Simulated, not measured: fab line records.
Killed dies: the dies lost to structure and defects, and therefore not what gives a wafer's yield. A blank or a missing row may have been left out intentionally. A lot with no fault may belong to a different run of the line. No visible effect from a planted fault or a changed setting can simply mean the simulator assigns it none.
Matching of chambers ; flow nand_harc ; NHARC_P_M0_ETCH_34 on rie_diel-01: 4 sister chambers
The step etches the open film in N2/H2, target depth 40 nm, overetch 12 nm, time 43.94 s. 20 wafers are shown with their chamber, then 10 later ones without.

## WAFERS, EACH WITH ITS CHAMBER
wafer;chamber;showerhead_plenum_p_Torr (Torr);drypump_motor_current_A (A);rf_fwd_power_W (W)
L074.3;0;2.09;5.6;399.2
L074.4;2;2.15;5.9;394.7
L074.6;0;2.09;5.6;397.6
L076.2;1;2.15;5.8;391.2
L076.3;3;2.15;5.1;396.4
L076.6;2;2.15;5.8;395.2
L083.1;1;2.15;5.9;392.9
L083.4;2;2.15;5.9;394.3
L083.5;1;2.15;5.8;394.5
L084.3;2;2.15;5.8;398.5
L084.4;0;2.09;5.6;396.6
L084.6;0;2.09;5.6;398.1
L085.1;0;2.09;5.6;395.9
L085.2;1;2.15;5.8;394.4
L085.5;0;2.09;5.6;397.5
L090.1;1;2.15;5.8;394.9
L090.2;3;2.15;5.1;397.1
L090.6;3;2.15;5.1;396.2
L094.1;1;2.15;5.8;390.2
L094.2;2;2.14;5.8;394.9

SIGNATURES, as means of the wafers listed above
reading;chamber 0;chamber 1;chamber 2;chamber 3;scatter within a chamber
showerhead_plenum_p_Torr;2.0900;2.1500;2.1480;2.1500;0.00224
drypump_motor_current_A;5.600;5.817;5.840;5.100;0.0356
rf_fwd_power_W;397.483;393.017;395.520;396.567;1.53
Rule: a wafer's distance from a chamber is the root of the sum, over the readings, of the square of ((its reading less the chamber's mean) divided by the reading's scatter). The wafer belongs to the nearest chamber; if the next one is less than 2 further off, it can't be placed. The scatter: the root of (the sum of the squares of (reading less its chamber's mean) over the shown wafers, divided by (wafers less chambers)).

## WAFERS WITHOUT THEIR CHAMBER
wafer;showerhead_plenum_p_Torr (Torr);drypump_motor_current_A (A);rf_fwd_power_W (W)
L094.4;2.09;5.6;396.5
L095.2;2.09;5.6;396.0
L095.3;2.14;5.8;396.9
L095.4;2.15;5.1;397.6
L096.1;2.09;5.6;398.0
L096.3;2.15;5.8;394.7
L096.4;2.09;5.6;395.0
L097.4;2.14;5.8;395.5
L097.5;2.08;5.6;397.1
L097.6;2.15;5.1;397.7

## EACH ONE'S CHAMBER
wafer;from the rows above;in truth
L094.4;0;0
L095.2;0;0
L095.3;can't be placed: 2 or 1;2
L095.4;3;3
L096.1;0;0
L096.3;can't be placed: 1 or 2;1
L096.4;0;0
L097.4;can't be placed: 2 or 1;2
L097.5;0;0
L097.6;3;3
Correctly placed: 7 of 10. Can't be placed from these rows: 3 (the true chamber is among the candidates in 3). Number placed wrongly: 0.
